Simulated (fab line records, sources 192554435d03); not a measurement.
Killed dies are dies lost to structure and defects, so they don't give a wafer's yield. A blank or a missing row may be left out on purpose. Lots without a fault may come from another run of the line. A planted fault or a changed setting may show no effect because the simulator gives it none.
fab line records | flow n5_finfet
record lots=24 wafers=72 last_day=18
route steps=1938 shown BEOL_M9@1454 BEOL_M10@1484
lots that met no fault: from a run of the same line without faults
start_h: hours from the record's first day to the start of the lot's first wafer shown | wait_h: hours since the lot's step before | " the same as in the row above | L1.1+2: a row that stands for several wafers | - no value, or no start given | * or withheld: withheld | < > ~ a bound
route shown NAME@n: a module of which the file shows steps, and the number in the route of the first | usual: mean/standard deviation of fault-free wafers | same: alike in all rows | chamber/n: place in a boat | sites: the reading at each site | _std_site: their standard deviation | _edge_site: outer sites' mean less inner sites' | radius_mm: how far each site lies from the wafer's centre | mask NAME#n: copy n | behind: the tool/chamber that last shaped the wafer | hold: why the lot was held/for how many hours/how that ended | device: the transistor (n, p or np) that didn't switch | end of line: the same wafers' tests at the end of the route | a step without rows: its recipe alone | killed: dies lost to structure and defects at the first sort, not the wafer's yield | map: a wafer's dies, x killed, . not, _ none there
set.NAME: the setting as run; set.NAME@STEP: as run at that earlier step | model.NAME: the simulator's own value behind a step, which no gauge read
steps of the route over a sample of lots; a table a step, a row a wafer
services: from which hour (start_h, from the record's first day; less than 0 if before it) a tool's chamber was out of use, for how many hours, and why
## steps
# step N5_BEOL_M9_CD_MEAS_35
# recipe target_cd_nm=70 target_cd_y_nm=40 polarity=opening
# usual cd_nm=70.0/0.65
# columns lot.wafer tool chamber start_h wait_h cd_nm
L074.2 cd_sem-02 - 204.33 0.0 69.3
L074.3 " - " " 70.2
L074.6 " - " " 69.3
L075.3 cd_sem-01 - 214.43 0.0 71.4
L075.4 " - " " 71.2
L075.5 " - " " 70.5
L076.1 cd_sem-01 - 216.64 0.0 70.7
L076.2 " - " " 69.5
L076.5 " - " " 69.5
L077.2 cd_sem-03 - 232.14 0.0 69.7
L077.4 " - " " 69.6
L077.5 " - " " 69.1
L078.2 cd_sem-01 - 239.76 0.0 69.1
L078.5 " - " " 69.7
L078.6 " - " " 68.4
L079.2 cd_sem-01 - 239.86 0.0 70.4
L079.3 " - " " 70.5
L079.4 " - " " 70.1
L082.1 cd_sem-03 - 241.94 0.0 71.2
L082.2 " - " " 71.4
L082.4 " - " " 70.7
L080.1 cd_sem-01 - 249.22 0.0 69.8
L080.2 " - " " 69.5
L080.6 " - " " 70.4
L081.2 cd_sem-01 - 257.21 0.0 69.9
L081.3 " - " " 70.7
L081.4 " - " " 70.5
L083.1 cd_sem-03 - 259.39 0.0 70.0
L083.2 " - " " 70.3
L083.5 " - " " 69.1
L084.1 cd_sem-03 - 275.27 0.0 70.9
L084.3 " - " " 70.0
L084.5 " - " " 70.5
L085.3 cd_sem-03 - 275.94 0.0 69.5
L085.5 " - " " 69.4
L085.6 " - " " 70.0
L086.1 cd_sem-01 - 294.11 0.0 69.6
L086.4 " - " " 69.8
L086.5 " - " " 70.1
L087.1 cd_sem-02 - 295.58 0.0 71.3
L087.5 " - " " 71.0
L087.6 " - " " 69.7
L088.1 cd_sem-02 - 295.81 0.0 70.7
L088.2 " - " " 70.2
L088.4 " - " " 69.6
L089.2 cd_sem-01 - 299.05 0.0 70.8
L089.4 " - " " 69.9
L089.5 " - " " 70.7
L090.1 cd_sem-01 - 302.88 0.0 69.8
L090.4 " - " " 70.1
L090.6 " - " " 69.6
L091.1 cd_sem-01 - 304.55 0.0 69.2
L091.2 " - " " 69.8
L091.4 " - " " 69.4
L092.3 cd_sem-02 - 323.84 0.0 69.8
L092.5 " - " " 70.1
L092.6 " - " " 70.9
L093.4 cd_sem-03 - 327.76 0.0 69.4
L093.5 " - " " 69.7
L093.6 " - " " 70.0
L095.1 cd_sem-03 - 344.21 0.0 70.2
L095.3 " - " " 69.8
L095.6 " - " " 69.4
L094.2 cd_sem-01 - 344.49 0.0 69.8
L094.4 " - " " 70.0
L094.5 " - " " 69.5
L096.1 cd_sem-02 - 346.74 0.0 70.3
L096.2 " - " " 71.0
L096.4 " - " " 71.2
L097.1 cd_sem-03 - 367.68 0.0 69.6
L097.4 " - " " 69.5
L097.6 " - " " 69.4
# step N5_BEOL_M9_CURE_72
# recipe temp_c=370 time_s=120 ambient=DMADMS/He material=SiCOH_lowk
# usual lamp_power_pct=52.31/0.051 wafer_temp_C_max=371.6/0.63
# same time_s=120
# columns lot.wafer tool chamber start_h wait_h lamp_power_pct wafer_temp_C_max
L074.2 uv_cure-03 2 204.42 0.1 52.32 371.0
L074.3 " 2 " " 52.24 371.0
L074.6 " 2 " " 52.32 371.1
L075.3 uv_cure-02 1 214.57 0.1 52.21 373.1
L075.4 " 1 " " 52.28 372.9
L075.5 " 1 " " 52.27 372.6
L076.1 uv_cure-03 0 216.87 0.2 52.32 371.2
L076.2 " 0 " " 52.35 371.1
L076.5 " 0 " " 52.35 371.3
L077.2 uv_cure-03 1 233.23 1.1 52.33 371.2
L077.4 " 1 " " 52.41 371.1
L077.5 " 1 " " 52.32 371.0
L078.2 uv_cure-03 1 239.90 0.1 52.31 370.5
L078.5 " 1 " " 52.36 370.6
L078.6 " 1 " " 52.18 370.9
L079.2 uv_cure-02 0 240.00 0.1 52.25 371.6
L079.3 " 0 " " 52.33 371.4
L079.4 " 0 " " 52.31 372.2
L082.1 uv_cure-03 2 241.98 0.0 52.24 371.6
L082.2 " 2 " " 52.39 371.8
L082.4 " 2 " " 52.29 371.1
L080.1 uv_cure-01 1 249.27 0.0 52.37 371.3
L080.2 " 1 " " 52.24 371.4
L080.6 " 1 " " 52.34 371.5
L081.2 uv_cure-02 0 257.30 0.1 52.37 371.6
L081.3 " 0 " " 52.35 371.6
L081.4 " 0 " " 52.31 371.9
L083.1 uv_cure-01 1 259.43 0.0 52.35 371.6
L083.2 " 1 " " 52.39 371.4
L083.5 " 1 " " 52.26 371.3
L084.1 uv_cure-02 0 275.31 0.0 52.32 371.2
L084.3 " 0 " " 52.28 371.7
L084.5 " 0 " " 52.28 371.0
L085.3 uv_cure-02 0 276.07 0.1 52.34 371.3
L085.5 " 0 " " 52.36 371.4
L085.6 " 0 " " 52.34 371.4
L086.1 uv_cure-03 0 294.15 0.0 52.25 371.0
L086.4 " 0 " " 52.35 371.0
L086.5 " 0 " " 52.29 370.8
L087.1 uv_cure-02 0 295.63 0.0 52.26 371.7
L087.5 " 0 " " 52.27 371.6
L087.6 " 0 " " 52.35 371.8
L088.1 uv_cure-01 0 295.86 0.0 52.34 371.8
L088.2 " 0 " " 52.32 371.8
L088.4 " 0 " " 52.28 372.0
L089.2 uv_cure-03 0 299.14 0.1 52.40 370.7
L089.4 " 0 " " 52.32 371.0
L089.5 " 0 " " 52.28 371.4
L090.1 uv_cure-03 1 302.92 0.0 52.33 371.0
L090.4 " 1 " " 52.34 370.7
L090.6 " 1 " " 52.33 371.0
L091.1 uv_cure-02 1 304.59 0.0 52.33 371.7
L091.2 " 1 " " 52.30 372.2
L091.4 " 1 " " 52.29 372.8
L092.3 uv_cure-01 0 323.98 0.1 52.30 371.7
L092.5 " 0 " " 52.42 372.5
L092.6 " 0 " " 52.28 372.1
L093.4 uv_cure-01 2 327.95 0.2 52.30 372.2
L093.5 " 2 " " 52.30 372.5
L093.6 " 2 " " 52.33 372.5
L095.1 uv_cure-02 0 344.25 0.0 52.33 370.8
L095.3 " 0 " " 52.35 371.2
L095.6 " 0 " " 52.33 371.2
L094.2 uv_cure-01 1 344.58 0.1 52.34 372.2
L094.4 " 1 " " 52.36 371.0
L094.5 " 1 " " 52.31 371.3
L096.1 uv_cure-02 1 346.78 0.0 52.35 372.7
L096.2 " 1 " " 52.33 372.7
L096.4 " 1 " " 52.27 372.9
L097.1 uv_cure-01 2 367.72 0.0 52.33 371.8
L097.4 " 2 " " 52.25 372.1
L097.6 " 2 " " 52.38 372.5
# step N5_BEOL_M9_DEGAS_44
# recipe ambient=vacuum temp_c=250 time_s=60
# usual heater_power_w=321/29 susceptor_temp_C=250.01/0.16
# same time_s=60
# columns lot.wafer tool chamber start_h wait_h heater_power_w susceptor_temp_C
L074.2 pvd_sputter-03 - 204.86 0.4 303 250.01
L074.3 " - " " 303 249.82
L074.6 " - " " 299 249.95
L075.3 pvd_sputter-03 - 214.81 0.2 304 249.97
L075.4 " - " " 335 249.87
L075.5 " - " " 310 250.16
L076.1 pvd_sputter-03 - 217.65 0.7 299 249.89
L076.2 " - " " 305 249.73
L076.5 " - " " 301 249.76
L077.2 pvd_sputter-02 - 233.88 0.6 333 249.79
L077.4 " - " " 410 250.21
L077.5 " - " " 398 250.34
L078.2 pvd_sputter-03 - 240.81 0.8 341 249.91
L078.5 " - " " 294 250.22
L078.6 " - " " 338 249.86
L079.2 pvd_sputter-03 - 240.89 0.8 299 250.05
L079.3 " - " " 322 250.36
L079.4 " - " " 300 249.87
L082.1 pvd_sputter-03 - 243.01 0.9 296 250.02
L082.2 " - " " 334 250.26
L082.4 " - " " 313 250.17
L080.1 pvd_sputter-03 - 249.59 0.3 331 249.91
L080.2 " - " " 297 249.91
L080.6 " - " " 299 249.99
L081.2 pvd_sputter-02 - 257.73 0.4 314 249.99
L081.3 " - " " 284 250.20
L081.4 " - " " 333 249.97
L083.1 pvd_sputter-03 - 260.03 0.5 304 250.06
L083.2 " - " " 300 249.94
L083.5 " - " " 293 249.93
L084.1 pvd_sputter-01 - 275.90 0.5 283 249.91
L084.3 " - " " 341 250.01
L084.5 " - " " 337 250.20
L085.3 pvd_sputter-02 - 276.33 0.2 311 250.18
L085.5 " - " " 330 250.19
L085.6 " - " " 406 250.14
L086.1 pvd_sputter-02 - 294.83 0.6 307 249.94
L086.4 " - " " 294 250.14
L086.5 " - " " 414 249.78
L087.1 pvd_sputter-01 - 297.75 2.1 344 249.96
L087.5 " - " " 346 249.93
L087.6 " - " " 346 250.00
L088.1 pvd_sputter-01 - 297.83 1.9 342 250.23
L088.2 " - " " 286 249.83
L088.4 " - " " 337 249.79
L089.2 pvd_sputter-01 - 299.55 0.4 354 250.01
L089.4 " - " " 331 250.04
L089.5 " - " " 346 250.02
L090.1 pvd_sputter-02 - 304.65 1.7 309 250.03
L090.4 " - " " 405 250.13
L090.6 " - " " 290 250.23
L091.1 pvd_sputter-01 - 305.32 0.6 341 250.20
L091.2 " - " " 330 249.97
L091.4 " - " " 345 249.82
L092.3 pvd_sputter-03 - 324.31 0.3 339 249.97
L092.5 " - " " 305 250.10
L092.6 " - " " 337 250.18
L093.4 pvd_sputter-01 - 328.12 0.1 333 250.26
L093.5 " - " " 341 250.02
L093.6 " - " " 346 250.02
L095.1 pvd_sputter-03 - 345.86 1.6 296 249.93
L095.3 " - " " 307 250.11
L095.6 " - " " 333 249.97
L094.2 pvd_sputter-03 - 345.94 1.3 338 250.05
L094.4 " - " " 299 250.12
L094.5 " - " " 341 250.09
L096.1 pvd_sputter-01 - 347.71 0.8 343 250.30
L096.2 " - " " 290 250.02
L096.4 " - " " 336 249.87
L097.1 pvd_sputter-01 - 368.21 0.4 281 250.22
L097.4 " - " " 351 250.29
L097.6 " - " " 332 249.93
# step N5_BEOL_M9_CMP_52
# recipe stop_on=SiCOH_lowk t_overpolish_s=7 down_force_psi=1 platen_rpm=50 clearing_platen_down_force_psi=1.5 clearing_platen_rpm=50 post_cmp_clean=cu_alkaline target_thk_nm=140 clearing_platen_pad_velocity_m_s=0.99484 pad_velocity_m_s=0.99484
# usual barrier_field_endpoint_s=29.3/0.72 motor_current_A=6.1/0.55 overpolish_run_s=7.000/0.0099 slurry_filter_dp_kPa=13.49/0.15 slurry_flow_ml_min=150.0/0.5 time_to_endpoint_s=68/3.1
# columns lot.wafer tool chamber start_h wait_h barrier_field_endpoint_s motor_current_A overpolish_run_s slurry_filter_dp_kPa slurry_flow_ml_min time_to_endpoint_s
L074.2 cmp-03 1 207.24 0.2 29.6 6.2 7.006 13.34 149.9 72
L074.3 " 3 " " 28.7 6.5 6.991 13.34 150.0 70
L074.6 " 0 " " 29.3 6.1 6.992 13.40 149.9 73
L075.3 cmp-03 2 216.19 0.2 30.1 7.1 7.000 13.34 150.4 72
L075.4 " 3 " " 30.5 6.5 7.008 13.16 150.4 73
L075.5 " 2 " " 29.4 6.9 7.005 13.44 149.5 69
L076.1 cmp-02 1 218.95 0.3 28.6 6.6 7.011 13.46 149.9 69
L076.2 " 2 " " 29.7 6.3 7.003 13.56 149.3 71
L076.5 " 0 " " 29.8 5.8 7.001 13.31 150.3 67
L077.2 cmp-03 0 235.10 0.3 28.8 6.4 7.014 13.53 150.7 68
L077.4 " 1 " " 28.6 6.5 6.983 13.46 149.0 68
L077.5 " 0 " " 29.2 6.2 7.013 13.60 150.3 68
L079.2 cmp-01 0 242.19 0.2 28.6 5.2 7.009 13.29 149.5 64
L079.3 " 1 " " 28.8 5.6 6.998 13.64 150.6 69
L079.4 " 2 " " 29.9 5.7 7.015 13.57 150.8 67
L078.2 cmp-03 1 242.35 0.3 30.1 6.4 6.992 13.34 150.2 72
L078.5 " 3 " " 29.6 5.9 7.008 13.48 150.3 72
L078.6 " 0 " " 29.5 5.9 7.009 13.74 150.8 71
L082.1 cmp-03 2 244.66 0.3 29.4 7.0 7.007 13.76 149.9 63
L082.4 " 3 " " 29.0 6.3 7.011 13.22 150.3 68
L082.2 " 0 " " 29.9 6.4 6.996 13.57 150.1 69
L080.2 cmp-03 0 251.11 0.2 29.8 6.2 6.985 13.52 150.3 70
L080.1 " 2 " " 28.8 7.1 6.989 13.35 149.4 68
L080.6 " 0 " " 30.0 6.0 6.999 13.49 149.7 67
L081.4 cmp-01 0 260.57 0.2 29.4 5.1 7.001 13.59 150.4 65
L081.2 " 1 " " 29.3 5.9 7.005 13.49 150.3 70
L081.3 " 2 " " 28.7 5.7 7.002 13.41 150.7 68
L083.2 cmp-02 2 261.16 0.2 30.1 6.2 7.000 13.28 150.2 72
L083.1 " 1 " " 29.7 6.9 6.990 13.53 151.1 67
L083.5 " 2 " " 30.0 6.2 7.003 13.73 150.6 70
L084.1 cmp-01 0 277.34 0.5 27.8 5.0 7.001 13.63 149.7 65
L084.3 " 3 " " 28.6 5.9 6.996 13.32 149.7 68
L084.5 " 0 " " 28.0 5.2 7.012 13.46 149.6 65
L085.3 cmp-01 0 278.78 0.3 29.5 5.1 6.995 13.51 150.9 67
L085.5 " 2 " " 29.9 5.9 6.986 13.57 149.8 70
L085.6 " 3 " " 29.7 6.0 7.017 13.45 149.6 69
L086.4 cmp-02 1 296.65 0.2 29.1 6.6 7.000 13.66 150.7 64
L086.1 " 2 " " 29.0 6.5 7.008 13.53 149.6 68
L086.5 " 3 " " 28.7 5.2 7.009 13.40 150.4 58
L087.1 cmp-03 1 299.02 0.3 29.4 6.1 7.003 13.44 149.7 69
L087.5 " 3 " " 29.6 6.2 7.011 13.35 149.5 68
L087.6 " 0 " " 29.3 5.9 6.985 13.54 150.5 70
L088.1 cmp-02 0 299.14 0.3 29.2 5.7 7.005 13.12 149.6 65
L088.4 " 1 " " 29.5 6.8 6.987 13.41 150.1 63
L088.2 " 2 " " 28.3 6.1 7.004 13.61 150.2 63
L089.4 cmp-03 1 300.98 0.2 29.9 6.1 6.995 13.50 150.1 68
L089.2 " 2 " " 28.4 7.1 6.998 13.78 149.8 65
L089.5 " 0 " " 28.8 6.2 6.986 13.66 149.2 67
L090.4 cmp-02 0 306.37 0.3 29.9 6.0 6.989 13.53 150.2 68
L090.1 " 1 " " 29.7 6.7 7.006 13.50 149.4 66
L090.6 " 2 " " 29.1 6.1 7.011 13.58 150.3 67
L091.4 cmp-03 1 308.09 0.2 31.4 6.4 7.017 13.73 149.1 74
L091.2 " 2 " " 30.0 7.0 6.997 13.64 151.1 68
L091.1 " 3 " " 30.1 6.3 7.003 13.53 150.0 69
L092.3 cmp-03 2 325.58 0.2 28.6 7.0 7.021 13.47 150.0 67
L092.5 " 1 " " 30.5 6.3 6.995 13.66 150.6 72
L092.6 " 2 " " 29.4 7.1 6.998 13.41 150.3 68
L093.4 cmp-01 1 330.29 0.2 29.5 5.6 7.004 13.40 150.3 68
L093.6 " 2 " " 28.8 5.5 7.010 13.52 149.3 63
L093.5 " 3 " " 29.3 6.3 6.988 13.59 149.9 67
L095.1 cmp-01 0 347.12 0.3 29.1 5.2 6.997 13.40 150.1 67
L095.3 " 1 " " 30.2 5.8 7.022 13.52 150.3 70
L095.6 " 0 " " 29.6 5.4 6.996 13.36 149.7 65
L094.4 cmp-03 1 347.39 0.1 30.7 6.3 7.009 13.47 150.7 73
L094.2 " 2 " " 29.7 6.8 7.010 13.36 150.3 69
L094.5 " 1 " " 30.7 6.4 6.999 13.37 149.5 71
L096.1 cmp-03 1 350.74 0.3 30.6 6.4 6.998 13.39 150.3 69
L096.2 " 2 " " 28.6 7.2 7.002 13.34 149.7 64
L096.4 " 3 " " 29.3 6.1 6.976 13.47 149.6 67
L097.1 cmp-02 3 369.36 0.3 28.2 5.2 7.008 13.24 149.5 64
L097.4 " 1 " " 29.2 6.6 6.994 13.79 150.2 68
L097.6 " 3 " " 29.1 4.9 6.997 13.36 149.5 65
# step N5_BEOL_M10_OVL_MEAS_12
# recipe points_per_wafer=44
# usual M10_OVL=0.2/0.77
# columns lot.wafer tool chamber start_h wait_h M10_OVL[nm]
L074.2 overlay-01 0 209.61 0.0 1.5
L074.3 " 0 " " 1.4
L074.6 " 0 " " 0.9
L075.3 overlay-01 0 219.86 0.0 -0.2
L075.4 " 0 " " 0.4
L075.5 " 0 " " 0.0
L076.1 overlay-01 0 221.01 0.0 0.4
L076.2 " 0 " " -0.3
L076.5 " 0 " " -0.6
L077.2 overlay-01 0 240.15 0.0 -0.4
L077.4 " 0 " " 0.2
L077.5 " 0 " " -0.1
L079.2 overlay-01 0 244.82 0.0 -0.3
L079.3 " 0 " " -0.8
L079.4 " 0 " " -1.2
L078.2 overlay-02 0 244.90 0.0 -0.1
L078.5 " 0 " " 1.0
L078.6 " 0 " " -0.1
L082.1 overlay-02 0 247.75 0.0 0.4
L082.2 " 0 " " 1.1
L082.4 " 0 " " 1.9
L080.1 overlay-01 0 252.77 0.0 -0.3
L080.2 " 0 " " 0.0
L080.6 " 0 " " -1.0
L081.2 overlay-01 0 265.40 0.0 -0.6
L081.3 " 0 " " 0.2
L081.4 " 0 " " -0.4
L083.1 overlay-02 0 265.63 0.0 0.9
L083.2 " 0 " " -0.8
L083.5 " 0 " " -0.4
L084.1 overlay-01 0 279.80 0.0 -0.1
L084.3 " 0 " " 0.6
L084.5 " 0 " " 0.1
L085.3 overlay-02 0 281.46 0.0 -1.2
L085.5 " 0 " " 0.4
L085.6 " 0 " " 0.5
L086.1 overlay-01 0 298.59 0.0 -0.3
L086.4 " 0 " " -0.5
L086.5 " 0 " " 0.3
L087.1 overlay-01 0 302.04 0.0 1.6
L087.5 " 0 " " 2.0
L087.6 " 0 " " 1.3
L088.1 overlay-02 0 302.21 0.0 1.1
L088.2 " 0 " " 0.1
L088.4 " 0 " " 0.5
L089.2 overlay-01 0 302.72 0.0 2.1
L089.4 " 0 " " 1.3
L089.5 " 0 " " 0.4
L090.1 overlay-02 0 310.05 0.0 0.1
L090.4 " 0 " " -0.6
L090.6 " 0 " " 0.4
L091.1 overlay-02 0 310.49 0.1 -1.1
L091.2 " 0 " " 0.5
L091.4 " 0 " " 0.0
L092.3 overlay-01 0 327.92 0.0 -0.6
L092.5 " 0 " " 0.1
L092.6 " 0 " " 0.1
L093.4 overlay-02 0 333.81 0.0 0.1
L093.5 " 0 " " -0.1
L093.6 " 0 " " 0.9
L095.1 overlay-02 0 350.66 0.0 0.0
L095.3 " 0 " " -0.7
L095.6 " 0 " " -0.1
L094.2 overlay-01 0 351.00 0.0 0.5
L094.4 " 0 " " -0.4
L094.5 " 0 " " 0.9
L096.1 overlay-01 0 354.13 0.0 0.3
L096.2 " 0 " " 1.5
L096.4 " 0 " " 0.3
L097.1 overlay-01 0 372.39 0.0 1.5
L097.4 " 0 " " 0.7
L097.6 " 0 " " -0.1
# step N5_BEOL_M10_SURFACE_TREAT_76
# recipe gas=Ar time_s=* ion_energy_ev=* ion_current_ma_cm2=0.5 pressure_mtorr=* ar_flow_sccm=30
# usual throttle_valve_pct=*
# same time_s=*
# columns lot.wafer tool chamber start_h wait_h throttle_valve_pct
L074.2 pvd_sputter-03 - 215.97 0.4 *
L074.3 " - " " *
L074.6 " - " " *
L075.3 pvd_sputter-03 - 224.14 0.2 *
L075.4 " - " " *
L075.5 " - " " *
L076.1 pvd_sputter-03 - 226.48 0.2 *
L076.2 " - " " *
L076.5 " - " " *
L077.2 pvd_sputter-01 - 243.94 0.6 *
L077.4 " - " " *
L077.5 " - " " *
L078.2 pvd_sputter-03 - 250.07 0.2 *
L078.5 " - " " *
L078.6 " - " " *
L079.2 pvd_sputter-03 - 250.87 0.6 *
L079.3 " - " " *
L079.4 " - " " *
L082.1 pvd_sputter-02 - 251.54 0.2 *
L082.2 " - " " *
L082.4 " - " " *
L080.1 pvd_sputter-03 - 257.37 0.2 *
L080.2 " - " " *
L080.6 " - " " *
L081.2 pvd_sputter-03 - 268.48 0.2 *
L081.3 " - " " *
L081.4 " - " " *
L083.1 pvd_sputter-02 - 268.59 0.2 *
L083.2 " - " " *
L083.5 " - " " *
L084.1 pvd_sputter-02 - 284.42 0.2 *
L084.3 " - " " *
L084.5 " - " " *
L085.3 pvd_sputter-02 - 285.02 0.3 *
L085.5 " - " " *
L085.6 " - " " *
L086.1 pvd_sputter-01 - 302.78 0.3 *
L086.4 " - " " *
L086.5 " - " " *
L087.1 pvd_sputter-01 - 305.80 0.2 *
L087.5 " - " " *
L087.6 " - " " *
L088.1 pvd_sputter-03 - 307.41 1.6 *
L088.2 " - " " *
L088.4 " - " " *
L089.2 pvd_sputter-03 - 307.97 0.2 *
L089.4 " - " " *
L089.5 " - " " *
L091.1 pvd_sputter-02 - 317.51 0.2 *
L091.2 " - " " *
L091.4 " - " " *
L090.1 pvd_sputter-01 - 317.64 0.2 *
L090.4 " - " " *
L090.6 " - " " *
L092.3 pvd_sputter-01 - 332.84 2.2 *
L092.5 " - " " *
L092.6 " - " " *
L093.4 pvd_sputter-02 - 338.99 0.5 *
L093.5 " - " " *
L093.6 " - " " *
L095.1 pvd_sputter-02 - 354.81 0.2 *
L095.3 " - " " *
L095.6 " - " " *
L094.2 pvd_sputter-03 - 357.59 0.2 *
L094.4 " - " " *
L094.5 " - " " *
L096.1 pvd_sputter-03 - 359.07 0.2 *
L096.2 " - " " *
L096.4 " - " " *
L097.1 pvd_sputter-03 - 377.29 0.2 *
L097.4 " - " " *
L097.6 " - " " *
## services
# columns tool chamber start_h hours kind
uv_cure-02 - 193.83 2.6 repair
cmp-01 - 210.13 3.9 repair
uv_cure-01 - 212.44 24.9 pm
cmp-01 - 218.67 0.6 repair
cmp-02 - 231.83 6.2 pm
cmp-01 - 234.27 4.8 repair
uv_cure-01 - 237.34 5.0 pm
uv_cure-01 - 244.91 2.1 pm
cmp-02 - 249.68 2.6 repair
cmp-03 - 256.62 4.3 pm
cmp-03 - 269.62 0.8 repair
cmp-03 - 279.65 2.3 repair
cmp-02 - 282.05 0.3 repair
cmp-01 - 287.82 4.0 pm
uv_cure-01 - 288.05 2.8 pm
pvd_sputter-03 - 291.12 9.5 repair
cmp-01 - 291.82 - consumable_replace:conditioner
cmp-03 - 302.56 0.2 repair
cmp-02 - 313.03 4.0 pm
cmp-02 - 328.53 12.3 repair
uv_cure-01 - 348.79 0.5 repair
cmp-02 - 365.89 0.5 repair
cmp-01 - 370.94 4.2 repair
uv_cure-01 - 371.63 0.6 repair
## key
fault none
